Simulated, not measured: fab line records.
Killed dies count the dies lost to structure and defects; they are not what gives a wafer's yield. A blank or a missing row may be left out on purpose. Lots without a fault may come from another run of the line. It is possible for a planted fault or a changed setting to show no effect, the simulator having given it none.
fab line records ; flow nand-harc ; part 2 of 2: steps 40 to 44 of 44
record lots=5; wafers=15; last-day=24
route steps=1159 shown P_STI@105 P_GATE@110
lots with no fault: from the same line, run without faults
start-h: the number of hours between the record's first day and the start of the first shown wafer of the lot ; wait-h: how many hours have passed since the lot's step before this one ; " the same as in the row above ; L1.1+2: one row covering several wafers at once ; - no value, or no start was given ; * or withheld: withheld ; < > ~ a bound
route shown NAME@n: NAME is a module with steps in the file, n the number in the route of the first one ; usual: mean/standard deviation of fault-free wafers ; same: alike in all rows ; chamber/n: place in a boat ; sites: per-site readings ; _std_site: the values' standard deviation ; _edge_site: the outer-site mean with the inner-site mean subtracted ; radius-mm: for every site, how far away it sits from the centre of the wafer ; mask NAME#n: copy n ; behind: tool/chamber where the wafer was last shaped ; hold: cause of the lot's hold/its duration in hours/its outcome ; device: which transistor (n, p or np) failed to switch ; end of line: at the end of the route, the tests of the same wafers ; a step given without rows: its recipe and nothing more ; killed: count of dies lost to structure and defects at first sort (not the wafer's yield) ; map: a wafer's dies, x killed, . not, _ none there
set.NAME: the run value of the setting; set.NAME@STEP: its run value at that earlier step ; model.NAME: the simulator's own value behind a step, which no gauge read
lots at selected steps of the route; one table per step, one row per wafer
services: the hour from which a tool's chamber was out of use, counted from the record's first day as start-h (under 0 if before that day), plus the number of hours and why
## steps
# step NHARC_P_GATE_DESCUM_31
# recipe time-s=3; o2-flow-sccm=200; ar-flow-sccm=0; bias-power-w=0; chemistry=O2
# usual drypump-motor-current-A=5.9/0.37; oes-product-au=1.000/0.0068; rf-vpp-V=57.9/0.88; showerhead-plenum-p-Torr=1.95/0.087; throttle-valve-pct=11.311/0.0098
lot.wafer;tool;chamber;start-h;wait-h;drypump-motor-current-A;oes-product-au;rf-hours-counter-h;rf-vpp-V;showerhead-plenum-p-Torr;throttle-valve-pct
L075.2;rie-diel-05;3;88.96;0.1;5.9;0.991;16;56.7;2.04;11.300
L075.5;rie-diel-05;0;88.96;0.1;6.3;1.001;-;57.4;2.01;11.300
L075.6;rie-diel-05;1;88.96;0.1;5.3;0.998;-;58.0;2.04;11.305
L081.3;rie-diel-11;3;130.82;0.1;6.5;0.998;26;58.1;1.81;11.331
L081.5;rie-diel-11;3;130.82;0.1;6.5;0.999;-;55.8;1.81;11.301
L081.6;rie-diel-11;0;130.82;0.1;6.0;1.002;-;58.6;1.98;11.324
L092.4;rie-diel-08;1;193.12;0.1;5.6;0.994;22;58.9;1.80;11.324
L092.3;rie-diel-08;2;193.12;0.1;5.4;1.004;23;58.8;2.07;11.308
L092.5;rie-diel-08;2;193.12;0.1;5.3;0.991;-;58.3;2.07;11.326
L093.1;rie-diel-05;2;198.41;0.1;6.2;1.005;6;58.1;1.98;11.332
L093.2;rie-diel-05;3;198.41;0.1;5.9;0.999;6;57.2;2.03;11.320
L093.6;rie-diel-05;2;198.41;0.1;6.2;1.001;-;58.7;1.98;11.299
L094.2;rie-diel-11;2;206.63;0.1;5.8;0.995;3;58.5;1.91;11.318
L094.1;rie-diel-11;3;206.63;0.1;6.5;1.016;5;57.3;1.80;11.319
L094.5;rie-diel-11;1;206.63;0.1;6.2;1.009;-;58.8;2.00;11.307
# step NHARC_P_GATE_ETCH_104
# recipe target-depth-a=600; time-s=withheld; cf4-flow-sccm=100; chf3-flow-sccm=30; ar-flow-sccm=0; rf-w=500; bias-w=200; chemistry=CF4/CHF3
# usual bias-w=200.0/0.61; drypump-motor-current-A=5.9/0.36; oes-product-au=0.943/0.018; rf-fwd-power-W=491.2/2.7; rf-vpp-V=371.8/2.3; showerhead-plenum-p-Torr=1.61/0.064; throttle-valve-pct=16.802/0.0089
lot.wafer;tool;chamber;start-h;wait-h;bias-w;drypump-motor-current-A;oes-product-au;rf-fwd-power-W;rf-vpp-V;showerhead-plenum-p-Torr;throttle-valve-pct
L075.2;rie-diel-05;1;89.09;0.1;200.0;5.3;0.935;492.9;375.1;1.67;16.817
L075.6;rie-diel-05;3;89.09;0.1;199.0;5.9;0.946;488.0;374.3;1.67;16.795
L075.5;rie-diel-05;0;89.09;0.1;199.5;6.3;0.935;487.8;373.1;1.65;16.793
L081.3;rie-diel-11;1;131.13;0.3;200.1;6.2;0.940;489.8;375.6;1.64;16.801
L081.5;rie-diel-11;3;131.13;0.3;199.9;6.4;0.930;492.5;369.5;1.49;16.808
L081.6;rie-diel-11;0;131.13;0.3;200.0;6.0;0.930;494.2;373.0;1.62;16.807
L092.3;rie-diel-08;3;193.20;0.1;199.9;5.5;0.911;491.1;368.4;1.53;16.791
L092.4;rie-diel-08;0;193.20;0.1;200.5;6.2;0.939;493.4;371.4;1.64;16.807
L092.5;rie-diel-08;3;193.20;0.1;199.5;5.5;0.930;488.9;369.0;1.53;16.796
L093.2;rie-diel-05;2;198.51;0.1;199.5;6.2;0.927;491.9;373.4;1.62;16.799
L093.1;rie-diel-05;1;198.51;0.1;200.1;5.3;0.909;490.9;374.3;1.66;16.802
L093.6;rie-diel-05;2;198.51;0.1;199.9;6.2;0.927;494.7;372.1;1.62;16.798
L094.2;rie-diel-11;3;206.71;0.1;201.2;6.5;0.963;494.0;366.7;1.48;16.802
L094.1;rie-diel-11;1;206.71;0.1;200.8;6.2;0.942;485.2;372.8;1.64;16.802
L094.5;rie-diel-11;3;206.71;0.1;200.0;6.5;0.961;496.1;369.5;1.48;16.806
# step NHARC_P_GATE_HM_OPEN_105
# recipe target-depth-a=3600; o2-flow-sccm=400; cos-flow-sccm=20; ar-flow-sccm=0; rf-w=500; bias-w=300; chemistry=O2/COS
# usual bias-w=300.1/0.93; drypump-motor-current-A=5.9/0.38; oes-product-au=0.999/0.0078; rf-fwd-power-W=497.9/1.7; rf-vpp-V=468.5/3; showerhead-plenum-p-Torr=3.18/0.13; throttle-valve-pct=28.331/0.0086
lot.wafer;tool;chamber;start-h;wait-h;bias-w;drypump-motor-current-A;oes-product-au;rf-fwd-power-W;rf-hours-counter-h;rf-vpp-V;showerhead-plenum-p-Torr;throttle-valve-pct
L075.2;rie-diel-05;0;-;-;300.5;6.4;0.992;497.5;18;470.6;3.27;28.334
L075.6;rie-diel-05;1;-;-;301.1;5.3;0.999;498.6;-;471.8;3.31;28.317
L075.5;rie-diel-05;2;-;-;299.7;6.2;1.003;501.0;-;470.3;3.24;28.326
L081.3;rie-diel-11;3;-;-;300.2;6.5;1.010;495.8;26;462.6;2.96;28.332
L081.6;rie-diel-11;2;-;-;299.8;5.8;0.987;497.6;-;465.7;3.13;28.329
L081.5;rie-diel-11;3;-;-;298.0;6.5;1.001;497.9;-;462.9;2.96;28.333
L092.3;rie-diel-08;0;-;-;300.0;6.2;0.996;500.2;21;471.7;3.25;28.340
L092.4;rie-diel-08;1;-;-;300.0;5.6;1.007;497.5;22;463.6;2.95;28.311
L092.5;rie-diel-08;2;-;-;300.7;5.3;1.002;498.5;-;473.0;3.36;28.334
L093.1;rie-diel-05;3;-;-;300.1;5.9;1.012;499.7;6;471.0;3.30;28.334
L093.2;rie-diel-05;2;-;-;301.3;6.2;1.009;499.1;6;468.8;3.22;28.323
L093.6;rie-diel-05;3;-;-;300.3;5.9;1.020;498.8;-;468.8;3.30;28.333
L094.2;rie-diel-11;0;-;-;299.7;6.0;0.993;498.2;5;469.6;3.21;28.327
L094.1;rie-diel-11;1;-;-;298.5;6.2;1.007;496.0;3;469.5;3.25;28.345
L094.5;rie-diel-11;3;-;-;299.5;6.5;0.993;502.4;-;462.3;2.94;28.320
# step NHARC_P_GATE_STRIP_106
# recipe o2-flow-sccm=400; cos-flow-sccm=20; ar-flow-sccm=0; bias-w=0; chemistry=O2/COS
lot.wafer;tool;chamber;start-h;wait-h
L075.2+5+6;rie-diel-05;2,3,1;-;-
L081.3+6+5;rie-diel-11;0,0,1;-;-
L092.3+4+5;rie-diel-08;2,1,3;-;-
L093.1+2+6;rie-diel-05;1,3,1;-;-
L094.2+1+5;rie-diel-11;2,1,3;-;-
# step NHARC_P_GATE_ETCH_114
# recipe target-depth-a=300; overetch-a=30; time-s=16.5; ion-energy-ev=100; cf4-flow-sccm=80; o2-flow-sccm=20; ar-flow-sccm=0; rf-w=300; bias-w=100; chemistry=CF4/O2
# usual bias-w=99.94/0.28; drypump-motor-current-A=5.9/0.38; oes_ar_750_au=1.001/0.004; oes-product-au=0.998/0.0081; rf-fwd-power-W=293.6/1.6; rf-vpp-V=198.4/1.5; showerhead-plenum-p-Torr=1.36/0.059; throttle-valve-pct=13.397/0.0092
lot.wafer;tool;chamber;start-h;wait-h;bias-w;drypump-motor-current-A;oes_ar_750_au;oes-product-au;rf-fwd-power-W;rf-hours-counter-h;rf-vpp-V;showerhead-plenum-p-Torr;throttle-valve-pct
L075.2;rie-diel-05;1;-;-;100.03;5.3;0.992;0.996;295.3;16;200.1;1.42;13.383
L075.5;rie-diel-05;1;-;-;99.95;5.3;0.998;0.998;293.7;-;198.9;1.42;13.399
L075.6;rie-diel-05;3;-;-;99.47;5.9;0.999;1.000;292.3;-;200.6;1.42;13.393
L081.3;rie-diel-11;2;-;-;100.01;5.8;1.000;0.981;295.8;41;196.9;1.34;13.397
L081.5;rie-diel-11;2;-;-;100.29;5.8;1.000;0.997;295.3;-;199.4;1.34;13.382
L081.6;rie-diel-11;3;-;-;100.08;6.5;1.005;0.996;296.4;-;196.9;1.26;13.404
L092.4;rie-diel-08;3;-;-;100.03;5.5;0.994;0.991;292.9;23;196.9;1.30;13.409
L092.3;rie-diel-08;1;-;-;99.85;5.6;0.997;0.999;292.0;22;196.2;1.26;13.412
L092.5;rie-diel-08;3;-;-;99.69;5.4;1.002;0.990;292.8;-;197.6;1.30;13.382
L093.1;rie-diel-05;1;-;-;99.54;5.3;1.003;0.982;295.5;6;198.7;1.41;13.385
L093.2;rie-diel-05;2;-;-;99.33;6.2;0.997;1.002;292.8;6;198.8;1.38;13.391
L093.6;rie-diel-05;2;-;-;99.15;6.2;1.000;0.993;292.4;-;198.3;1.38;13.410
L094.1;rie-diel-11;2;-;-;99.86;5.8;1.001;1.001;293.1;3;197.8;1.33;13.395
L094.2;rie-diel-11;1;-;-;99.80;6.2;0.999;1.010;290.7;3;198.8;1.39;13.406
L094.5;rie-diel-11;2;-;-;99.82;5.8;1.002;1.002;294.3;-;197.2;1.33;13.413
## services
tool;chamber;start-h;hours;kind
litho-track-03;-;38.00;7.0;pm
rie-diel-11;3;48.05;4.5;repair
rie-diel-08;1;55.22;8.0;repair
litho-track-05;-;62.00;7.0;pm
wet-bench-02;-;63.02;3.7;repair
rie-diel-11;3;68.78;9.8;repair
wet-bench-02;-;72.10;1.2;repair
wet-bench-03;-;80.22;1.9;repair
rie-diel-08;2;84.19;23.7;repair
litho-track-01;-;93.00;7.0;pm
wet-bench-07;-;96.00;8.0;pm
rie-diel-11;3;101.11;6.2;repair
rie-diel-11;3;108.18;16.1;repair
rie-diel-08;-;124.80;9.0;pm
wet-bench-06;-;129.60;8.0;pm
litho-track-04;-;141.00;7.0;pm
rie-diel-11;1;144.97;3.7;repair
wet-bench-03;-;146.40;8.0;pm
rie-diel-05;-;163.62;9.0;pm
litho-track-02;-;165.00;7.0;pm
rie-diel-05;-;177.75;0.4;repair
wet-bench-02;-;180.00;8.0;pm
rie-diel-11;-;189.50;9.0;pm
rie-diel-08;-;190.55;2.4;repair
